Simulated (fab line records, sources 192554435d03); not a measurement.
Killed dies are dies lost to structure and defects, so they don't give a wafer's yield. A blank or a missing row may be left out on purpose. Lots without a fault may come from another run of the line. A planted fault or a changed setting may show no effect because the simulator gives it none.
Chamber matching | flow n5_finfet | N5_BEOL_M3_DESCUM_16 on rie_diel-04: 4 sister chambers
The step chemistry O2, time 7 s. 16 wafers are shown with their chamber, then 8 later ones without.

WAFERS WITH THEIR CHAMBER
wafer  | chamber | drypump_motor_current_A (A) | throttle_valve_pct (%) | oes_product_au (a.u.)
L074.1 | 0       | 5.48                        | 20.44                  | 0.74
L074.4 | 1       | 6.00                        | 20.14                  | 0.87
L074.6 | 2       | 5.60                        | 20.42                  | 0.69
L075.1 | 3       | 6.22                        | 20.68                  | 0.75
L075.2 | 1       | 6.02                        | 20.14                  | 0.87
L075.4 | 0       | 5.54                        | 20.44                  | 0.73
L077.2 | 1       | 6.01                        | 20.15                  | 0.87
L077.3 | 0       | 5.54                        | 20.45                  | 0.73
L077.4 | 2       | 5.62                        | 20.42                  | 0.69
L082.1 | 3       | 6.21                        | 20.71                  | 0.74
L082.4 | 2       | 5.59                        | 20.08                  | 0.93
L082.6 | 0       | 5.55                        | 20.46                  | 0.71
L088.3 | 2       | 5.60                        | 20.12                  | 0.90
L088.4 | 1       | 6.02                        | 20.19                  | 0.84
L088.6 | 0       | 5.51                        | 20.47                  | 0.72
L090.2 | 0       | 5.51                        | 20.48                  | 0.71

SIGNATURES (means of the wafers above)
reading                 | chamber 0 | chamber 1 | chamber 2 | chamber 3 | scatter within a chamber
drypump_motor_current_A | 5.5217    | 6.0125    | 5.6025    | 6.2150    | 0.0189
throttle_valve_pct      | 20.4567   | 20.1550   | 20.2600   | 20.6950   | 0.0943
oes_product_au          | 0.7233    | 0.8625    | 0.8025    | 0.7450    | 0.0662
Rule: a wafer's distance from a chamber is the root of the sum, over the readings, of the square of ((its reading less the chamber's mean) divided by the reading's scatter). The wafer belongs to the nearest chamber; if the next one is less than 2 further off, it can't be placed. The scatter: the root of (the sum of the squares of (reading less its chamber's mean) over the shown wafers, divided by (wafers less chambers)).

WAFERS WITHOUT THEIR CHAMBER
wafer  | drypump_motor_current_A (A) | throttle_valve_pct (%) | oes_product_au (a.u.)
L090.5 | 5.62                        | 20.10                  | 0.89
L090.6 | 6.20                        | 20.74                  | 0.73
L092.1 | 6.21                        | 20.75                  | 0.73
L092.2 | 5.61                        | 20.13                  | 0.88
L092.5 | 6.02                        | 20.19                  | 0.83
L095.1 | 6.21                        | 20.74                  | 0.72
L095.2 | 5.63                        | 20.13                  | 0.86
L095.3 | 6.03                        | 20.19                  | 0.83

WHICH CHAMBER EACH WENT THROUGH
wafer  | from the rows above | in truth
L090.5 | 2                   | 2
L090.6 | 3                   | 3
L092.1 | 3                   | 3
L092.2 | 2                   | 2
L092.5 | 1                   | 1
L095.1 | 3                   | 3
L095.2 | 2                   | 2
L095.3 | 1                   | 1
Placed correctly: 8 of 8. Can't be placed from these rows: 0. Placed wrongly: 0.
